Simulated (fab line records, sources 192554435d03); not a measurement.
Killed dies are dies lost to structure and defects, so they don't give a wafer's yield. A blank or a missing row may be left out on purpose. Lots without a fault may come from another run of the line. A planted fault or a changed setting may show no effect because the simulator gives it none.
Chamber matching | flow n5_finfet | N5_BEOL_M9_STRIP_36 on rie_diel-05: 4 sister chambers
The step strips in N2/H2. 24 wafers are shown with their chamber, then 12 later ones without.

WAFERS WITH THEIR CHAMBER
wafer  | chamber | showerhead_plenum_p_Torr (Torr) | drypump_motor_current_A (A) | throttle_valve_pct (%)
L074.2 | 3       | 2.50                            | 5.3                         | 23.50
L074.3 | 1       | 2.69                            | 5.3                         | 23.44
L074.4 | 2       | 2.68                            | 5.4                         | 23.86
L075.1 | 2       | 2.68                            | 5.4                         | 23.85
L075.2 | 3       | 2.50                            | 5.4                         | 23.49
L075.5 | 2       | 2.68                            | 5.4                         | 23.87
L077.3 | 2       | 2.68                            | 5.5                         | 23.86
L077.5 | 3       | 2.50                            | 5.4                         | 23.53
L077.6 | 2       | 2.68                            | 5.4                         | 23.87
L081.1 | 2       | 2.67                            | 5.5                         | 23.91
L081.2 | 0       | 2.47                            | 6.3                         | 24.07
L081.3 | 1       | 2.68                            | 5.3                         | 23.48
L084.1 | 2       | 2.67                            | 5.4                         | 23.85
L084.3 | 1       | 2.68                            | 5.3                         | 23.48
L084.6 | 2       | 2.67                            | 5.5                         | 23.85
L082.1 | 0       | 2.47                            | 6.4                         | 24.11
L082.3 | 2       | 2.67                            | 5.4                         | 23.89
L082.5 | 0       | 2.47                            | 6.3                         | 24.10
L083.2 | 1       | 2.68                            | 5.3                         | 23.46
L083.5 | 2       | 2.67                            | 5.4                         | 23.87
L083.6 | 1       | 2.68                            | 5.3                         | 23.50
L086.3 | 3       | 2.49                            | 5.3                         | 23.18
L086.4 | 1       | 2.68                            | 5.3                         | 23.49
L086.5 | 0       | 2.47                            | 6.4                         | 24.13

SIGNATURES (means of the wafers above)
reading                  | chamber 0 | chamber 1 | chamber 2 | chamber 3 | scatter within a chamber
showerhead_plenum_p_Torr | 2.4700    | 2.6817    | 2.6750    | 2.4975    | 0.00452
drypump_motor_current_A  | 6.350     | 5.300     | 5.430     | 5.350     | 0.0453
throttle_valve_pct       | 24.1025   | 23.4750   | 23.8680   | 23.4250   | 0.0665
Rule: a wafer's distance from a chamber is the root of the sum, over the readings, of the square of ((its reading less the chamber's mean) divided by the reading's scatter). The wafer belongs to the nearest chamber; if the next one is less than 2 further off, it can't be placed. The scatter: the root of (the sum of the squares of (reading less its chamber's mean) over the shown wafers, divided by (wafers less chambers)).

WAFERS WITHOUT THEIR CHAMBER
wafer  | showerhead_plenum_p_Torr (Torr) | drypump_motor_current_A (A) | throttle_valve_pct (%)
L087.1 | 2.67                            | 5.3                         | 23.51
L087.4 | 2.46                            | 6.3                         | 24.12
L087.5 | 2.49                            | 5.3                         | 23.17
L090.1 | 2.66                            | 5.4                         | 23.92
L090.2 | 2.49                            | 5.3                         | 23.22
L090.3 | 2.46                            | 6.4                         | 24.11
L089.1 | 2.49                            | 5.3                         | 23.21
L089.2 | 2.67                            | 5.3                         | 23.52
L089.4 | 2.46                            | 6.3                         | 24.11
L094.1 | 2.46                            | 6.3                         | 24.13
L094.2 | 2.66                            | 5.4                         | 23.90
L094.3 | 2.67                            | 5.3                         | 23.49

WHICH CHAMBER EACH WENT THROUGH
wafer  | from the rows above | in truth
L087.1 | 1                   | 1
L087.4 | 0                   | 0
L087.5 | 3                   | 3
L090.1 | 2                   | 2
L090.2 | 3                   | 3
L090.3 | 0                   | 0
L089.1 | 3                   | 3
L089.2 | 1                   | 1
L089.4 | 0                   | 0
L094.1 | 0                   | 0
L094.2 | 2                   | 2
L094.3 | 1                   | 1
Placed correctly: 12 of 12. Can't be placed from these rows: 0. Placed wrongly: 0.
